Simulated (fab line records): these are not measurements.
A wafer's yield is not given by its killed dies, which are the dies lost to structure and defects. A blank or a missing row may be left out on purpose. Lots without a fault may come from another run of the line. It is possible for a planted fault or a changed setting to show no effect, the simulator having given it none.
fab line records ; flow nand_harc
[record] lots = 14; wafers = 42; last_day = 34
route steps=1302 shown A_STAIRCASE@733
lots untouched by any fault: they come from a run of this same line in which no faults occurred
start_h: the number of hours between the record's first day and the start of the first shown wafer of the lot ; wait_h: how many hours have passed since the lot's step before this one ; " as in the row above ; L1.1+2: one row covering several wafers at once ; - no value, or no start was given ; * or withheld: withheld ; < > ~ a bound
route shown NAME@n: names a module that has steps shown in the file, with the first one's number in the route ; usual: average and standard deviation across the fault-free wafers ; same: alike in all rows ; chamber/n: place in a boat ; sites: per-site readings ; _std_site: standard deviation across them ; _edge_site: inner sites' mean taken away from outer sites' mean ; radius_mm: how far each site lies from the wafer's centre ; mask NAME#n: copy n ; behind: tool/chamber where the wafer was last shaped ; hold: reason for holding the lot/hours on hold/outcome of the hold ; device: transistor that didn't switch, given as n, p or np ; end of line: the tests these same wafers got at the end of their route ; for a step that has no rows: nothing shown but its recipe ; killed: at the first sort, the dies lost to defects and structure; wafer yield is something else ; map: a wafer's dies, marking killed ones x, the rest . and places with no die _
set.NAME: the run value of the setting; set.NAME@STEP: its run value at that earlier step ; model.NAME: the simulator's own value behind a step, which no gauge read
route steps across a sampled set of lots; one table per step, one row per wafer
services: the hour from which a tool's chamber was out of use, counted from the record's first day as start_h (under 0 if before that day), plus the number of hours and why
[[steps]]
[step NHARC_A_STAIRCASE_DESCUM_219]
[recipe] time_s = 3; o2_flow_sccm = 200; ar_flow_sccm = 0; bias_power_w = 0; chemistry = O2
[usual] drypump_motor_current_A = 5.71/0.27; oes_product_au = 0.998/0.01; rf_vpp_V = 57.7/0.81; showerhead_plenum_p_Torr = 1.89/0.1; throttle_valve_pct = 11.311/0.01
lot.wafer;tool;chamber;start_h;wait_h;drypump_motor_current_A;oes_product_au;rf_hours_counter_h;rf_vpp_V;showerhead_plenum_p_Torr;throttle_valve_pct
L974.1;rie_diel-11;1;350.15;-;5.49;0.992;28;56.6;1.81;11.302
L974.2;rie_diel-11;3;350.15;-;5.70;0.971;26;57.1;1.89;11.316
L974.6;rie_diel-11;1;350.15;-;5.47;0.995;-;56.7;1.81;11.314
L975.3;rie_diel-09;2;367.88;-;5.89;0.994;13;58.3;1.96;11.308
L975.4;rie_diel-09;0;367.88;-;5.32;1.011;17;56.7;1.77;11.300
L975.6;rie_diel-09;2;367.88;-;5.91;1.011;-;57.1;1.96;11.319
L976.2;rie_diel-11;2;368.46;-;6.06;1.001;33;58.9;1.77;11.316
L976.1;rie_diel-11;3;368.46;-;5.69;0.970;32;57.6;1.89;11.308
L976.6;rie_diel-11;2;368.46;-;6.05;0.994;-;57.2;1.77;11.308
L977.4;rie_diel-05;0;390.39;-;5.56;0.987;57;58.4;1.81;11.306
L977.3;rie_diel-05;1;390.39;-;5.78;1.017;53;57.0;1.80;11.324
L977.2;rie_diel-05;2;390.39;-;6.06;1.005;54;58.0;1.96;11.298
L982.3;rie_diel-11;2;451.61;-;6.04;1.007;2;58.9;2.08;11.285
L982.5;rie_diel-11;0;451.61;-;5.94;0.988;-;58.0;1.79;11.304
L982.6;rie_diel-11;1;451.61;-;5.48;1.003;-;57.3;1.80;11.307
L983.3;rie_diel-05;3;469.92;-;6.04;1.005;14;58.6;1.93;11.300
L983.1;rie_diel-05;0;469.92;-;5.55;1.001;18;58.5;1.80;11.316
L983.6;rie_diel-05;3;469.92;-;6.07;1.000;-;58.5;1.93;11.312
L986.2;rie_diel-11;2;484.51;-;6.04;0.990;14;59.1;2.07;11.308
L986.1;rie_diel-11;0;484.51;-;5.95;0.983;18;57.3;1.79;11.305
L986.6;rie_diel-11;1;484.51;-;5.45;1.006;-;58.2;1.80;11.328
L988.2;rie_diel-11;0;505.37;-;5.95;0.995;22;56.5;1.79;11.313
L988.3;rie_diel-11;1;505.37;-;5.45;1.018;22;56.3;1.80;11.313
L988.6;rie_diel-11;3;505.37;-;5.66;1.002;-;57.8;1.88;11.306
L992.3;rie_diel-05;1;539.30;-;5.76;1.002;38;57.8;1.79;11.316
L992.1;rie_diel-05;2;539.30;-;6.04;1.006;32;58.1;1.95;11.328
L992.4;rie_diel-05;0;539.30;-;5.57;0.995;38;58.0;1.80;11.305
L994.2;rie_diel-11;2;552.59;-;6.05;1.004;40;58.6;2.06;11.308
L994.6;rie_diel-11;0;552.59;-;5.97;0.997;-;55.3;1.78;11.316
L994.5;rie_diel-11;1;552.59;-;5.45;1.016;-;57.1;1.79;11.304
L993.3;rie_diel-09;2;553.07;-;5.81;0.993;18;56.7;1.94;11.295
L993.4;rie_diel-09;0;553.07;-;5.31;1.006;13;58.3;2.07;11.321
L993.1;rie_diel-09;1;553.07;-;5.44;1.008;15;57.9;1.95;11.304
L996.3;rie_diel-11;3;570.22;-;5.69;0.985;44;57.6;1.87;11.320
L996.4;rie_diel-11;2;570.22;-;6.06;1.012;44;58.1;2.06;11.307
L996.6;rie_diel-11;3;570.22;-;5.68;1.003;-;58.3;1.87;11.317
L995.3;rie_diel-09;1;570.87;-;5.45;1.016;22;58.0;1.95;11.315
L995.2;rie_diel-09;2;570.87;-;5.82;0.994;23;59.0;1.94;11.315
L995.1;rie_diel-09;3;570.87;-;5.32;1.001;23;57.5;2.07;11.340
L997.2;rie_diel-11;0;596.84;-;5.94;0.982;49;56.3;1.78;11.314
L997.3;rie_diel-11;1;596.84;-;5.45;0.999;53;57.2;1.79;11.304
L997.4;rie_diel-11;2;596.84;-;6.07;1.013;51;56.9;2.06;11.318
[step NHARC_A_STAIRCASE_TRIM_224]
[recipe] time_s = 211.2; o2_flow_sccm = 500; ar_flow_sccm = 0; bias_w = 0; chemistry = O2
[usual] chamber_pressure_mTorr = 60.00/0.067; drypump_motor_current_A = 5.70/0.27; oes_product_au = 0.997/0.01; rf_vpp_V = 57.7/0.95; showerhead_plenum_p_Torr = 3.49/0.18; throttle_valve_pct = 17.036/0.0091
[same] bias_w = 0
lot.wafer;tool;chamber;start_h;wait_h;chamber_pressure_mTorr;drypump_motor_current_A;oes_product_au;rf_hours_counter_h;rf_vpp_V;showerhead_plenum_p_Torr;throttle_valve_pct
L974.2;rie_diel-11;3;-;-;60.06;5.70;0.981;27;57.6;3.49;17.051
L974.1;rie_diel-11;2;-;-;59.92;6.08;0.999;27;57.0;3.29;17.029
L974.6;rie_diel-11;1;-;-;60.03;5.47;0.999;-;56.7;3.35;17.039
L975.3;rie_diel-09;2;-;-;60.15;5.86;0.993;13;58.9;3.61;17.024
L975.4;rie_diel-09;0;-;-;59.98;5.29;0.999;18;59.2;3.28;17.040
L975.6;rie_diel-09;3;-;-;60.04;5.36;0.985;-;56.9;3.30;17.028
L976.1;rie_diel-11;1;-;-;60.05;5.47;0.980;35;58.7;3.35;17.038
L976.2;rie_diel-11;2;-;-;59.92;6.06;0.987;34;57.7;3.28;17.045
L976.6;rie_diel-11;1;-;-;59.99;5.48;0.988;-;57.0;3.35;17.038
L977.2;rie_diel-05;3;-;-;60.07;6.04;0.987;51;57.9;3.57;17.027
L977.3;rie_diel-05;0;-;-;60.01;5.57;0.989;57;57.4;3.35;17.033
L977.4;rie_diel-05;2;-;-;59.96;6.05;1.001;54;57.0;3.60;17.022
L982.3;rie_diel-11;2;-;-;60.03;6.07;1.003;2;58.9;3.81;17.023
L982.5;rie_diel-11;2;-;-;59.96;6.06;1.009;-;58.6;3.81;17.046
L982.6;rie_diel-11;3;-;-;59.99;5.71;0.991;-;58.2;3.47;17.023
L983.1;rie_diel-05;2;-;-;60.12;6.05;1.007;14;56.7;3.59;17.045
L983.3;rie_diel-05;1;-;-;60.03;5.75;0.990;18;57.1;3.32;17.038
L983.6;rie_diel-05;2;-;-;60.14;6.08;0.992;-;56.8;3.59;17.041
L986.1;rie_diel-11;0;-;-;59.95;5.95;1.000;18;57.9;3.31;17.046
L986.2;rie_diel-11;3;-;-;59.98;5.67;0.990;16;58.1;3.47;17.036
L986.6;rie_diel-11;1;-;-;60.00;5.48;1.014;-;56.2;3.33;17.030
L988.3;rie_diel-11;2;-;-;60.13;6.04;1.004;21;59.3;3.80;17.053
L988.2;rie_diel-11;0;-;-;60.01;5.94;0.992;23;57.7;3.31;17.027
L988.6;rie_diel-11;1;-;-;60.05;5.48;1.006;-;55.5;3.33;17.030
L992.4;rie_diel-05;3;-;-;60.12;6.04;0.998;33;58.2;3.55;17.036
L992.3;rie_diel-05;0;-;-;59.87;5.58;1.008;38;57.1;3.33;17.049
L992.1;rie_diel-05;1;-;-;60.00;5.79;0.988;38;56.8;3.31;17.045
L994.2;rie_diel-11;2;-;-;59.98;6.07;1.003;40;59.3;3.78;17.025
L994.5;rie_diel-11;0;-;-;59.96;5.93;0.982;-;56.5;3.30;17.019
L994.6;rie_diel-11;1;-;-;59.97;5.48;1.002;-;56.9;3.32;17.043
L993.4;rie_diel-09;1;-;-;60.05;5.45;1.012;19;57.9;3.59;17.026
L993.3;rie_diel-09;2;-;-;60.10;5.85;0.998;20;58.7;3.57;17.047
L993.1;rie_diel-09;3;-;-;60.08;5.36;1.004;18;58.5;3.80;17.042
L996.3;rie_diel-11;1;-;-;60.06;5.44;1.004;47;56.7;3.31;17.044
L996.4;rie_diel-11;0;-;-;59.98;5.97;1.000;44;57.8;3.30;17.038
L996.6;rie_diel-11;1;-;-;60.11;5.47;1.006;-;59.0;3.31;17.049
L995.1;rie_diel-09;3;-;-;60.06;5.37;0.990;24;60.3;3.79;17.030
L995.3;rie_diel-09;1;-;-;59.95;5.46;1.000;22;58.2;3.59;17.040
L995.2;rie_diel-09;2;-;-;59.97;5.82;0.988;24;58.1;3.56;17.046
L997.4;rie_diel-11;3;-;-;60.01;5.68;1.003;51;57.9;3.45;17.029
L997.2;rie_diel-11;1;-;-;59.99;5.45;1.016;54;57.6;3.31;17.038
L997.3;rie_diel-11;2;-;-;59.61;6.08;1.015;51;57.8;3.78;17.044
[step NHARC_A_STAIRCASE_ETCH_230]
[recipe] target_depth_a = 1000; time_s = 40.5; ion_energy_ev = 400; c4f8_flow_sccm = 20; o2_flow_sccm = 10; ar_flow_sccm = withheld; rf_w = 600; bias_w = 1000; chemistry = C4F8/O2
[usual] oes_product_au = 0.946/0.017; rf_vpp_V = 895/6.3
lot.wafer;tool;chamber;start_h;wait_h;oes_product_au;rf_hours_counter_h;rf_vpp_V
L974.2;rie_diel-11;1;-;-;0.934;29;890
L974.1;rie_diel-11;2;-;-;0.940;28;887
L974.6;rie_diel-11;1;-;-;0.931;-;890
L975.3;rie_diel-09;3;-;-;0.928;16;888
L975.4;rie_diel-09;1;-;-;0.929;16;898
L975.6;rie_diel-09;3;-;-;0.920;-;887
L976.1;rie_diel-11;2;-;-;0.934;35;887
L976.2;rie_diel-11;3;-;-;0.913;34;895
L976.6;rie_diel-11;1;-;-;0.924;-;889
L977.2;rie_diel-05;1;-;-;0.948;54;890
L977.3;rie_diel-05;2;-;-;0.957;55;899
L977.4;rie_diel-05;3;-;-;0.954;52;897
L982.3;rie_diel-05;2;-;-;0.983;9;899
L982.6;rie_diel-05;1;-;-;0.971;-;889
L982.5;rie_diel-05;2;-;-;0.978;-;898
L983.3;rie_diel-11;3;-;-;0.921;8;893
L983.1;rie_diel-11;0;-;-;0.923;9;887
L983.6;rie_diel-11;2;-;-;0.940;-;906
L986.2;rie_diel-11;1;-;-;0.946;17;890
L986.1;rie_diel-11;3;-;-;0.954;17;894
L986.6;rie_diel-11;0;-;-;0.924;-;889
L988.2;rie_diel-11;2;-;-;0.949;21;905
L988.3;rie_diel-11;0;-;-;0.936;23;888
L988.6;rie_diel-11;1;-;-;0.965;-;889
L992.1;rie_diel-11;1;-;-;0.989;35;888
L992.3;rie_diel-11;2;-;-;0.982;32;905
L992.4;rie_diel-11;3;-;-;0.955;33;893
L994.2;rie_diel-11;0;-;-;0.933;40;888
L994.6;rie_diel-11;1;-;-;0.952;-;887
L994.5;rie_diel-11;2;-;-;0.950;-;907
L993.3;rie_diel-11;1;-;-;0.982;43;888
L993.1;rie_diel-11;2;-;-;0.989;41;905
L993.4;rie_diel-11;3;-;-;0.952;41;893
L996.4;rie_diel-09;0;-;-;0.972;22;905
L996.3;rie_diel-09;2;-;-;0.933;24;898
L996.6;rie_diel-09;3;-;-;0.963;-;905
L995.3;rie_diel-09;0;-;-;0.947;23;905
L995.1;rie_diel-09;2;-;-;0.943;24;898
L995.2;rie_diel-09;3;-;-;0.950;24;905
L997.2;rie_diel-05;2;-;-;0.976;1;897
L997.3;rie_diel-05;0;-;-;0.946;1;889
L997.4;rie_diel-05;1;-;-;0.958;1;887
[step NHARC_A_STAIRCASE_TRIM_233]
[recipe] time_s = 211.2; o2_flow_sccm = 500; ar_flow_sccm = 0; bias_w = 0; chemistry = O2
[usual] bias_w = 0/0; chamber_pressure_mTorr = 60.00/0.052; drypump_motor_current_A = 5.72/0.27; oes_product_au = 0.999/0.0089; rf_vpp_V = 57.8/0.98; showerhead_plenum_p_Torr = 3.50/0.18; throttle_valve_pct = 17.036/0.0093
lot.wafer;tool;chamber;start_h;wait_h;bias_w;chamber_pressure_mTorr;drypump_motor_current_A;oes_product_au;rf_hours_counter_h;rf_vpp_V;showerhead_plenum_p_Torr;throttle_valve_pct
L974.1;rie_diel-11;2;352.43;-;0;59.99;6.06;1.000;28;57.1;3.29;17.028
L974.2;rie_diel-11;1;352.43;-;0;60.01;5.47;0.977;29;58.1;3.35;17.045
L974.6;rie_diel-11;2;352.43;-;0;59.92;6.06;0.994;-;57.1;3.29;17.017
L976.1;rie_diel-11;1;371.95;-;0;60.10;5.46;0.988;37;57.7;3.35;17.031
L976.2;rie_diel-11;2;371.95;-;0;60.00;6.05;0.994;36;57.4;3.28;17.037
L976.6;rie_diel-11;1;371.95;-;0;60.10;5.49;0.999;-;57.1;3.35;17.029
L975.3;rie_diel-09;1;372.30;-;0;59.91;5.45;0.988;20;59.0;3.63;17.033
L975.4;rie_diel-09;2;372.30;-;0;59.96;5.87;1.000;16;56.4;3.61;17.029
L975.6;rie_diel-09;1;372.30;-;0;59.98;5.44;0.984;-;57.5;3.63;17.030
L977.3;rie_diel-05;0;392.21;-;0;59.96;5.56;0.986;58;57.4;3.35;17.041
L977.4;rie_diel-05;1;392.21;-;0;59.88;5.81;1.008;54;58.5;3.33;17.042
L977.2;rie_diel-05;3;392.21;-;0;59.98;6.07;0.991;52;58.5;3.57;17.018
L982.3;rie_diel-05;2;453.25;-;0;60.02;6.10;1.009;9;58.2;3.60;17.036
L982.5;rie_diel-05;3;453.25;-;0;60.01;6.01;0.991;-;55.7;3.56;17.040
L982.6;rie_diel-05;0;453.25;-;0;60.04;5.58;1.001;-;57.8;3.34;17.037
L983.3;rie_diel-11;1;471.61;-;0;59.95;5.47;1.016;10;58.1;3.33;17.034
L983.1;rie_diel-11;2;471.61;-;0;60.06;6.06;0.995;9;59.9;3.80;17.044
L983.6;rie_diel-11;2;471.61;-;0;60.01;6.07;1.007;-;58.4;3.80;17.040
L986.2;rie_diel-11;0;486.22;-;-;-;-;-;-;-;-;-
L986.1;rie_diel-11;3;486.22;-;-;-;-;-;-;-;-;-
L986.6;rie_diel-11;1;486.22;-;-;-;-;-;-;-;-;-
L988.3;rie_diel-11;2;507.15;-;-;-;-;-;-;-;-;-
L988.2;rie_diel-11;3;507.15;-;-;-;-;-;-;-;-;-
L988.6;rie_diel-11;1;507.15;-;-;-;-;-;-;-;-;-
L992.4;rie_diel-11;2;540.91;-;0;59.98;6.06;1.015;32;58.9;3.79;17.036
L992.1;rie_diel-11;3;540.91;-;0;59.94;5.70;0.991;33;57.9;3.46;17.036
L992.3;rie_diel-11;0;540.91;-;0;59.96;5.97;0.999;34;58.6;3.31;17.045
L994.2;rie_diel-11;0;554.23;-;0;59.98;5.93;0.994;40;57.1;3.30;17.028
L994.6;rie_diel-11;1;554.23;-;0;59.94;5.47;1.010;-;56.3;3.32;17.048
L994.5;rie_diel-11;2;554.23;-;0;59.94;6.07;1.015;-;57.5;3.78;17.037
L993.1;rie_diel-11;1;558.04;-;0;59.97;5.47;1.002;43;56.7;3.31;17.032
L993.4;rie_diel-11;3;558.04;-;0;59.99;5.69;0.978;41;56.8;3.45;17.040
L993.3;rie_diel-11;0;558.04;-;0;59.91;5.98;0.987;41;56.8;3.30;17.035
L996.3;rie_diel-09;1;571.93;-;0;60.04;5.45;1.002;23;58.0;3.59;17.042
L996.4;rie_diel-09;2;571.93;-;0;59.97;5.81;0.994;24;58.3;3.56;17.040
L996.6;rie_diel-09;3;571.93;-;0;60.01;5.35;0.999;-;59.4;3.79;17.038
L995.3;rie_diel-09;0;573.35;-;0;60.06;5.30;1.015;24;58.5;3.79;17.053
L995.2;rie_diel-09;2;573.35;-;0;60.06;5.77;0.993;25;58.2;3.56;17.016
L995.1;rie_diel-09;3;573.35;-;0;59.91;5.35;1.012;25;59.1;3.79;17.022
L997.4;rie_diel-05;2;598.57;-;0;59.98;6.09;0.991;1;57.1;3.57;17.026
L997.3;rie_diel-05;0;598.57;-;0;60.06;5.59;0.993;1;57.5;3.32;17.044
L997.2;rie_diel-05;1;598.57;-;0;60.00;5.79;0.984;2;56.3;3.30;17.032
[[services]]
tool;chamber;start_h;hours;kind
rie_diel-11;0;341.40;-;clean
rie_diel-11;1;341.40;-;clean
rie_diel-11;2;341.40;-;clean
rie_diel-11;3;341.40;-;clean
rie_diel-11;1;344.06;5.6;repair
rie_diel-05;3;350.47;4.6;repair
rie_diel-11;0;365.90;-;clean
rie_diel-11;1;365.90;-;clean
rie_diel-11;2;365.90;-;clean
rie_diel-11;3;365.90;-;clean
rie_diel-11;0;392.62;-;clean
rie_diel-11;1;392.62;-;clean
rie_diel-11;2;392.62;-;clean
rie_diel-11;3;392.62;-;clean
rie_diel-11;3;395.85;1.2;repair
rie_diel-05;-;406.60;9.0;pm
rie_diel-11;-;435.80;9.0;pm
rie_diel-09;3;478.20;7.3;repair
rie_diel-09;-;498.49;9.0;pm
rie_diel-05;2;514.91;3.0;repair
rie_diel-05;0;554.66;1.3;repair
rie_diel-11;-;555.10;0.7;repair
rie_diel-05;-;583.74;9.0;pm
rie_diel-11;2;584.07;7.0;repair
[[key]]
[first_sign] step = NHARC_A_STAIRCASE_TRIM_233; reading = tool_record; direction = missing
effect none on later readings
met_at NHARC_A_STAIRCASE_TRIM_233
struck_lots L986,L988
later_rows_left_out L986.1,L986.2,L986.6,L988.2,L988.3,L988.6
sort_left_out L986.1,L986.2,L986.6,L988.2,L988.3,L988.6
tester_left_out L986,L988
not_acting_at NHARC_A_STAIRCASE_DESCUM_219,NHARC_A_STAIRCASE_TRIM_224,NHARC_A_STAIRCASE_ETCH_230
onset_between 471.61 486.22
[fault] kind = skipped_step_whole; tool = rie_diel-11; chamber = -; onset_h = 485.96; steps = NHARC_A_STAIRCASE_TRIM_233; scope = struck_lots_only
// tester_left_out: of these lots the tester's yield and bins aren't shown, on N5 and GAA mostly nor the transistor test; their killed dies are dies lost to structure and defects alone, not to doping, threshold or leakage, so they don't give the yield
// sort_left_out: the simulated sort isn't trusted on such a fault, so these wafers' sort isn't shown, and their yield isn't known
// later_rows_left_out: the simulator's readings of these wafers behind a module that went badly wrong aren't trusted and aren't shown, but for the sort
